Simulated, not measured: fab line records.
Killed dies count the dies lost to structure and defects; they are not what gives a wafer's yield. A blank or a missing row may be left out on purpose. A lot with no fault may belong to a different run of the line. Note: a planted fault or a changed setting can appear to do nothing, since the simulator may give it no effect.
fab line records    flow n5Finfet
record lots=9  wafers=25  lastDay=18
route steps=1938 shown FIN_SAQP@118 BEOL_M4@1111 PASSIVATION@1936
lots with no fault: from the same line, run without faults
startH: hours from the record's opening day to when the first of the lot's shown wafers began    waitH: hours from the lot's prior step to this one    " unchanged from the row above    L1.1+2: several wafers, shown together as one row    - no value present, or no start provided    * or withheld: withheld    < > ~ a bound
route shown NAME@n: a module of which the file shows steps, and the number in the route of the first    usual: mean/standard deviation taken from wafers without a fault    same: alike in all rows    chamber/n: place in a boat    sites: each site's reading    _std_site: the standard deviation of these    _edge_site: outer sites' mean less inner sites'    radiusMm: for every site, how far away it sits from the centre of the wafer    mask NAME#n: copy n    behind: the tool/chamber that last shaped the wafer    hold: why the lot was held/for how many hours/how that ended    device: the transistor (n, p or np) that didn't switch    end of line: at the end of the route, the tests of the same wafers    a step given without rows: its recipe and nothing more    killed: dies lost to structure and defects at the first sort, not the wafer's yield    map: the dies of a wafer, with x for killed, . for not killed, _ for no die there
set.NAME: the setting the step ran with; set.NAME@STEP: the setting that earlier step ran with    model.NAME: the simulator's own value behind a step, which no gauge read
a sample of lots followed through the steps of the route, with each step as a table and each wafer as a row
services: from which hour (startH, from the record's first day; less than 0 if before it) a tool's chamber was out of use, for how many hours, and why
## steps
# step N5_FIN_SAQP_HM_OPEN_73
# recipe chemistry=CHF3/O2  target=SiO2  stopOn=a-Si  targetDepthA=120  overEtchFrac=1.8  maskMaterial=SOC  timeS=16.8  pressureMtorr=30  sourceW=650  biasW=170  Ar_flow_sccm=200  CHF3_flow_sccm=50  O2_flow_sccm=5  ionEnergyEv=200  ends=endPoint
# usual CHF3_flow_sccm=49.98/0.15  drypumpMotorCurrentA=5.6/0.45  oesProductAu=0.47/0.054  rfVppV=522/3.3  showerheadPlenumPTorr=2.42/0.086  throttleValvePct=18.90/0.24
lot.wafer  tool        chamber  startH  waitH  CHF3_flow_sccm  drypumpMotorCurrentA  oesProductAu  rfHoursCounterH  rfVppV  showerheadPlenumPTorr  throttleValvePct
L970.1     rieDiel-01  1        23.68   0.0    49.85           5.6                   0.44          174              522     2.41                   18.91
L970.4     "           2        "       "      49.82           5.3                   0.49          66               520     2.34                   18.49
L970.5     "           2        "       "      49.93           5.3                   0.51          -                519     2.34                   18.50
L972.1     rieDiel-05  0        35.11   0.0    49.86           5.5                   0.41          241              523     2.38                   18.87
L972.2     "           2        "       "      50.18           5.6                   0.59          7                518     2.37                   18.92
L972.4     "           3        "       "      49.81           5.0                   0.42          236              522     2.29                   19.05
L974.2     rieDiel-05  1        48.09   0.0    50.05           6.1                   0.42          231              525     2.47                   18.86
L974.4     "           2        "       "      49.85           5.6                   0.57          13               520     2.36                   18.94
L974.6     "           3        "       "      49.88           5.0                   0.42          -                524     2.28                   19.07
L977.2     rieDiel-06  0        65.71   0.0    50.31           4.8                   0.54          27               526     2.55                   18.92
L977.3     "           2        "       "      50.09           5.8                   0.45          177              518     2.40                   18.98
L977.4     "           1        "       "      50.14           6.2                   0.57          5                520     2.57                   18.86
L984.1     rieDiel-06  0        106.73  0.0    49.99           4.8                   0.52          41               525     2.55                   18.92
L984.6     "           2        "       "      49.71           5.8                   0.45          -                519     2.39                   18.98
L985.1     rieDiel-06  1        112.87  0.0    50.29           6.2                   0.54          19               520     2.57                   18.90
L985.5     "           0        "       "      50.02           4.8                   0.52          -                526     2.55                   18.93
L988.1     rieDiel-01  1        130.98  0.0    49.92           5.6                   0.43          209              523     2.39                   18.97
L988.2     "           2        "       "      50.17           5.3                   0.48          99               519     2.32                   18.54
L988.4     "           3        "       "      49.89           5.4                   0.50          80               525     2.34                   18.42
L989.1     rieDiel-01  0        137.58  0.0    49.87           6.2                   0.43          212              520     2.40                   19.23
L989.3     "           2        "       "      49.94           5.3                   0.47          102              518     2.32                   18.54
L989.4     "           3        "       "      49.99           5.3                   0.49          83               525     2.34                   18.44
L993.1     rieDiel-01  3        161.74  0.0    50.05           5.3                   0.49          91               526     2.34                   18.45
L993.3     "           1        "       "      50.01           5.6                   0.42          219              523     2.39                   18.98
L993.5     "           2        "       "      50.07           5.3                   0.47          -                518     2.32                   18.57
# step N5_FIN_SAQP_RECESS_75
# recipe chemistry=HF/NH3  target=SiO2  targetDepthA=144  afsCycles=3  tempC=30  sublimationTempC=180  sublimationTimeS=60
# usual drypumpMotorCurrentA=5.6/0.57  forelinePTorr=0.1280/0.00036
# same sublimationTimeS=60
lot.wafer  tool          chamber  startH  waitH  drypumpMotorCurrentA  forelinePTorr
L970.1     vaporEtch-01  0        24.18   0.0    6.3                   0.1283
L970.4     "             0        "       "      6.3                   0.1286
L970.5     "             1        "       "      5.6                   0.1277
L972.1     vaporEtch-01  0        35.63   0.0    6.3                   0.1278
L972.2     "             1        "       "      5.5                   0.1278
L972.4     "             0        "       "      6.3                   0.1277
L974.2     vaporEtch-02  1        48.65   0.0    4.6                   0.1280
L974.4     "             0        "       "      5.4                   0.1283
L974.6     "             1        "       "      4.7                   0.1280
L977.2     vaporEtch-01  0        66.38   0.0    6.3                   0.1280
L977.3     "             0        "       "      6.3                   0.1284
L977.4     "             1        "       "      5.6                   0.1272
L984.1     vaporEtch-01  0        107.24  0.0    6.3                   0.1284
L984.6     "             1        "       "      5.6                   0.1276
L985.1     vaporEtch-02  0        113.37  0.0    5.3                   0.1274
L985.5     "             1        "       "      4.7                   0.1278
L988.1     vaporEtch-02  1        131.58  0.0    4.7                   0.1285
L988.2     "             0        "       "      5.4                   0.1288
L988.4     "             0        "       "      5.4                   0.1283
L989.1     vaporEtch-02  1        138.09  0.0    4.7                   0.1278
L989.3     "             1        "       "      4.7                   0.1276
L989.4     "             0        "       "      5.4                   0.1277
L993.1     vaporEtch-01  1        162.48  0.2    5.6                   0.1284
L993.3     "             0        "       "      6.3                   0.1276
L993.5     "             1        "       "      5.6                   0.1274
# step N5_FIN_SAQP_SPACER1_ALD_24
# recipe material=SiO2  targetThkA=203  tempC=300  aldPrecursorFamily=BDEAS  aldCoReactant=O2-plasma  pulseTimeS=1  purgeTimeS=2  coReactantPurgeTimeS=2  aldCycles=218  pressureTorr=2
# usual aldCycles=218/0  heaterPowerW=485/42  precursorPulseHeightRel=1.002/0.018
lot.wafer  tool       chamber  startH  waitH  aldCycles  heaterPowerW  precursorPulseHeightRel
L970.1     aldSin-04  3        24.81   0.5    218        514           0.999
L970.4     "          1        "       "      218        471           1.013
L970.5     "          2        "       "      218        466           1.006
L972.1     aldSin-01  0        36.01   0.3    218        453           0.989
L972.2     "          3        "       "      218        399           1.037
L972.4     "          1        "       "      218        533           0.990
L974.2     aldSin-04  0        49.04   0.3    218        502           1.000
L974.4     "          3        "       "      218        511           1.001
L974.6     "          3        "       "      218        526           1.017
L977.2     aldSin-04  3        66.77   0.3    218        527           1.028
L977.3     "          0        "       "      218        515           0.998
L977.4     "          2        "       "      218        477           0.993
L984.1     aldSin-04  3        107.65  0.3    218        509           0.982
L984.6     "          3        "       "      192        522           0.979
L985.1     aldSin-04  0        113.76  0.3    218        512           1.001
L985.5     "          1        "       "      192        475           0.994
L988.1     aldSin-01  2        131.96  0.3    218        489           0.998
L988.2     "          0        "       "      218        454           0.981
L988.4     "          3        "       "      218        408           0.998
L989.1     aldSin-01  2        138.47  0.3    218        498           1.003
L989.3     "          3        "       "      218        397           1.034
L989.4     "          0        "       "      218        462           1.022
L993.1     aldSin-01  3        163.45  0.9    218        406           1.000
L993.3     "          0        "       "      218        457           0.995
L993.5     "          3        "       "      218        402           1.007
# step N5_FIN_SAQP_CD_MEAS_27
# recipe targetCdNm=20  landingEnergyEv=1000  detector=seInlens  polarity=line
# usual cdNm=20.28/0.2
lot.wafer  tool      chamber  startH  waitH  cdNm
L970.1     cdSem-02  0        25.73   0.1    20.30
L970.4     "         0        "       "      20.02
L970.5     "         0        "       "      20.18
L972.1     cdSem-02  0        36.93   0.1    20.41
L972.2     "         0        "       "      20.53
L972.4     "         0        "       "      20.31
L974.2     cdSem-02  0        50.00   0.1    20.26
L974.4     "         0        "       "      20.34
L974.6     "         0        "       "      20.39
L977.2     cdSem-01  0        67.72   0.1    20.16
L977.3     "         0        "       "      20.24
L977.4     "         0        "       "      20.34
L984.1     cdSem-01  0        108.57  0.1    20.27
L984.6     "         0        "       "      18.15
L985.1     cdSem-01  0        114.67  0.1    19.80
L985.5     "         0        "       "      17.87
L988.1     cdSem-01  0        132.91  0.1    20.03
L988.2     "         0        "       "      20.47
L988.4     "         0        "       "      20.23
L989.1     cdSem-02  0        139.39  0.1    20.61
L989.3     "         0        "       "      20.49
L989.4     "         0        "       "      19.83
L993.1     cdSem-01  0        164.37  0.1    20.26
L993.3     "         0        "       "      20.20
L993.5     "         0        "       "      20.11
# step N5_FIN_SAQP_SPACER2_ETCHBACK_29
# recipe chemistry=CHF3/O2  mode=anisotropicEtchback  target=SiO2  targetDepthA=122  timeS=6.1  pressureMtorr=30  sourceW=650  biasW=170  Ar_flow_sccm=200  CHF3_flow_sccm=50  O2_flow_sccm=5  ionEnergyEv=200
# usual CHF3_flow_sccm=50.02/0.17  drypumpMotorCurrentA=5.6/0.43  oesProductAu=0.81/0.11  rfVppV=522/3.6  showerheadPlenumPTorr=2.42/0.082  throttleValvePct=18.94/0.25
lot.wafer  tool        chamber  startH  waitH  CHF3_flow_sccm  drypumpMotorCurrentA  oesProductAu  rfHoursCounterH  rfVppV  showerheadPlenumPTorr  throttleValvePct
L970.1     rieDiel-01  0        27.34   0.2    49.75           6.2                   0.73          174              519     2.41                   19.25
L970.4     "           1        "       "      50.21           5.6                   0.72          -                523     2.41                   19.00
L970.5     "           0        "       "      49.96           6.2                   0.73          -                519     2.41                   19.26
L972.1     rieDiel-05  0        38.28   0.2    50.19           5.5                   0.68          242              523     2.38                   18.96
L972.2     "           3        "       "      50.04           4.9                   0.70          237              523     2.29                   19.17
L972.4     "           2        "       "      50.13           5.7                   0.98          8                518     2.37                   19.00
L974.2     rieDiel-05  3        51.53   0.2    50.20           4.9                   0.70          244              523     2.28                   19.15
L974.4     "           1        "       "      50.02           6.1                   0.68          232              523     2.47                   18.93
L974.6     "           3        "       "      50.21           4.9                   0.70          -                523     2.28                   19.15
L977.2     rieDiel-05  1        69.07   0.2    50.11           6.1                   0.68          240              523     2.47                   18.96
L977.3     "           2        "       "      50.18           5.6                   0.95          22               518     2.36                   19.02
L977.4     "           1        "       "      50.01           6.1                   0.68          -                523     2.47                   18.95
L984.1     rieDiel-05  2        110.02  0.2    50.17           5.7                   0.90          41               519     2.35                   19.07
L984.6     "           3        "       "      49.82           5.0                   0.96          -                530     2.57                   18.73
L985.1     rieDiel-01  2        116.25  0.2    50.22           5.3                   0.81          94               517     2.33                   18.62
L985.5     "           1        "       "      49.99           5.6                   0.70          -                522     2.40                   19.02
L988.1     rieDiel-01  2        134.56  0.3    49.98           5.3                   0.80          101              520     2.32                   18.61
L988.2     "           1        "       "      50.04           5.6                   0.70          210              522     2.39                   19.04
L988.4     "           3        "       "      49.61           5.3                   0.82          82               526     2.34                   18.51
L989.1     rieDiel-05  0        140.98  0.3    49.67           5.5                   0.90          25               522     2.36                   18.62
L989.3     "           2        "       "      50.27           5.6                   0.89          54               520     2.35                   19.07
L989.4     "           1        "       "      49.86           6.1                   0.96          5                524     2.46                   18.53
L993.1     rieDiel-06  3        167.06  0.2    50.11           5.7                   0.68          233              526     2.48                   19.32
L993.3     "           0        "       "      50.06           4.8                   0.86          57               525     2.54                   19.01
L993.5     "           0        "       "      49.94           4.8                   0.85          -                525     2.54                   19.02
# step N5_BEOL_M4_RC_MEAS_101
# usual DIBL_N=35.7/1.3  DIBL_P=35.4/1.8  IOFF_N=0.152/0.027  IOFF_P=0.20/0.034  ION_N=672/9.8  ION_P=461/7.5  SS_N=71.4/0.55  SS_P=73.1/0.61  VT_N=251/3.3  VT_P=-251/3.6
lot.wafer  tool       chamber  startH  waitH  DIBL_N[mV/V]  DIBL_P[mV/V]  IOFF_N[nA/um]  IOFF_P[nA/um]  ION_N[uA/um]  ION_P[uA/um]  SS_N[mV/dec]  SS_P[mV/dec]  VT_N[mV]  VT_P[mV]
L970.1     prober-02  0        162.74  0.0    37.2          39.2          0.199          0.27           681           469           72.2          74.2          247       -244
L970.4     "          0        "       "      35.0          38.2          0.160          0.24           672           465           71.1          73.9          248       -246
L970.5     "          0        "       "      35.2          36.6          0.161          0.22           684           467           71.0          73.7          248       -247
L972.1     prober-01  0        179.12  0.0    38.6          38.5          0.217          0.30           674           468           72.4          74.4          248       -244
L972.2     "          0        "       "      34.7          32.9          0.139          0.21           671           463           71.0          72.9          251       -249
L972.4     "          0        "       "      34.8          34.2          0.144          0.22           673           460           71.6          73.5          251       -248
L974.2     prober-01  0        191.24  0.2    35.8          36.2          0.162          0.18           676           452           71.3          73.1          253       -258
L974.4     "          0        "       "      36.4          37.6          0.186          0.19           688           469           71.3          73.7          246       -252
L974.6     "          0        "       "      36.6          37.3          0.188          0.19           673           453           72.3          73.8          251       -253
L977.2     prober-02  0        209.83  0.2    36.0          36.9          0.162          0.21           676           465           72.1          73.2          247       -251
L977.3     "          0        "       "      35.9          36.5          0.157          0.20           682           459           71.7          72.6          248       -250
L977.4     "          0        "       "      35.6          35.6          0.153          0.20           674           462           71.3          73.1          248       -250
L985.1     prober-01  0        256.09  0.0    35.6          34.7          0.137          0.17           675           451           71.7          73.1          254       -254
L985.5     "          0        "       "      35.8          35.1          0.145          0.18           665           456           71.5          73.2          253       -256
L984.1     prober-01  0        260.59  0.0    36.5          35.6          0.155          0.21           667           460           71.5          73.4          252       -252
L984.6     "          0        "       "      35.8          35.7          0.149          0.20           663           460           71.9          72.5          250       -248
L989.1     prober-01  0        275.44  0.0    35.3          34.9          0.143          0.18           676           459           71.4          72.9          252       -253
L989.3     "          0        "       "      34.3          33.2          0.123          0.17           666           457           70.4          72.6          254       -254
L989.4     "          0        "       "      34.0          33.3          0.126          0.18           667           460           70.9          72.6          252       -252
L988.1     prober-02  0        280.66  0.0    39.0          38.9          0.201          0.28           685           474           71.8          74.3          246       -246
L988.2     "          0        "       "      38.2          37.8          0.196          0.27           691           479           72.4          74.4          248       -244
L988.4     "          0        "       "      37.7          37.7          0.175          0.26           677           472           71.4          74.6          248       -244
L993.1     prober-02  0        318.48  0.0    34.8          33.5          0.121          0.19           674           459           70.5          73.0          254       -252
L993.3     "          0        "       "      33.8          32.4          0.104          0.17           653           457           70.8          72.3          259       -253
L993.5     "          0        "       "      35.4          34.7          0.132          0.20           668           467           71.3          73.0          252       -249
# step N5_PASSIVATION_PROBE_49
# usual defectLimitedYield=91.5/1.3  killed_at_M0_to_M3=33/11  killed_at_M4_up=14/5.3  killedAtContacts=11/6.3  killedAtFrontEnd=38/10  killedAtOther=3.7/2.8  killedDies=101/16  killedOpen=67/12  killedShort=32/7.4  sort_bin_5_function=5.0/0.86  sort_bin_6_memory=3.2/0.69  sortNPass=1079/16  sortYieldPct=91.5/1.3
# same grossDies=1180  killedAtBackSide=0  sort_bin_4_leakage[%]=0  sort_bin_8_speed[%]=0
lot.wafer  tool       chamber  startH  waitH  defectLimitedYield[%]  killed_at_M0_to_M3  killed_at_M4_up  killedAtContacts  killedAtFrontEnd  killedAtOther  killedDies  killedOpen  killedShort  sort_bin_5_function[%]  sort_bin_6_memory[%]  sortNPass  sortYieldPct[%]
L985.1     prober-01  -        356.41  0.0    92.0                   23                  28               14                26                3              94          68          25           5.1                     2.5                   1086       92.0
L984.1     prober-01  -        364.95  0.0    91.4                   34                  30               6                 27                4              101         75          23           4.8                     3.6                   1079       91.4
L984.6     prober-01  -        365.20  0.3    91.9                   21                  8                14                38                15             96          64          32           4.2                     3.6                   1084       91.9
# killed by level:class
L985.1 BEOL_M4:geometricParticle:open=12 MOL_CONTACT_COAG:geometricParticle:open=11 FIN_SAQP:geometricParticle:open=7 BEOL_M4:geometricParticle:short=6 BEOL_M0_SAQP:geometricParticle:open=5 BEOL_M0_SAQP:geometricParticle:short=5 BEOL_M5:geometricParticle:open=5 FIN_SAQP:geometricParticle:short=4
L984.1 BEOL_M4:geometricParticle:open=20 BEOL_M3:geometricParticle:open=9 MOL_CONTACT_COAG:geometricParticle:open=6 BEOL_M0:geometricParticle:open=6 STI_FIN_REVEAL:geometricParticle:open=4 FIN_SAQP:geometricParticle:open=3 FIN_SAQP:geometricParticle:short=3 DUMMY_GATE:geometricParticle:open=3
L984.6 MOL_CONTACT_COAG:geometricParticle:open=8 BEOL_M2:geometricParticle:open=8 MIM_BOT:geometricParticle:open=7 MOL_CONTACT_COAG:geometricParticle:short=6 STI_FIN_REVEAL:geometricParticle:open=5 GATE_CUT:geometricParticle:open=5 FIN_SAQP:geometricParticle:open=4 DUMMY_GATE:geometricParticle:open=4
## services
tool          chamber  startH  hours  kind
aldSin-04     3        4.49    5.2    repair
aldSin-01     0        7.82    -      clean
rieDiel-05    0        14.11   2.5    repair
rieDiel-01    3        24.28   5.8    repair
rieDiel-01    2        35.08   11.1   repair
rieDiel-01    1        43.00   9.0    repair
rieDiel-01    -        44.60   4.5    repair
rieDiel-05    0        54.38   -      clean
rieDiel-05    0        54.38   -      consumableReplace:focusRing
rieDiel-05    0        54.38   18.2   scheduledDown
rieDiel-05    0        54.38   18.2   ventCycle
vaporEtch-02  0        59.36   2.9    repair
rieDiel-05    3        77.97   4.6    repair
rieDiel-05    3        82.67   -      clean
rieDiel-05    3        82.67   -      consumableReplace:focusRing
rieDiel-05    3        82.67   -      consumableReplace:showerhead
rieDiel-05    3        82.67   23.6   scheduledDown
rieDiel-05    3        82.67   23.6   ventCycle
vaporEtch-01  -        101.95  0.1    repair
rieDiel-05    1        106.24  -      clean
rieDiel-05    1        106.24  -      consumableReplace:focusRing
rieDiel-05    1        106.24  21.1   scheduledDown
rieDiel-05    1        106.24  21.1   ventCycle
rieDiel-06    0        149.96  9.6    repair
## key
firstSign step=N5_FIN_SAQP_SPACER1_ALD_24  reading=aldCycles  direction=down  sigmas=99+  usual=*  struck=*
effect step=N5_FIN_SAQP_CD_MEAS_27  reading=cdNm  direction=down  sigmas=12  usual=20.28  struck=18.01
metAt N5_FIN_SAQP_SPACER1_ALD_24
struckLots L984,L985
struckWafers L984.6,L985.5
notActingAt N5_FIN_SAQP_HM_OPEN_73,N5_FIN_SAQP_RECESS_75,N5_FIN_SAQP_SPACER2_ETCHBACK_29
onsetBetween 66.77 107.65
fault kind=processParameterDrift  tool=aldSin-04  chamber=-  onsetH=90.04  steps=N5_FIN_SAQP_SPACER1_ALD_24  channel=aldCycles  offset=*  shape=step  endH=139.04  scope=struckWafersOnly  actsIn=*  stated=*
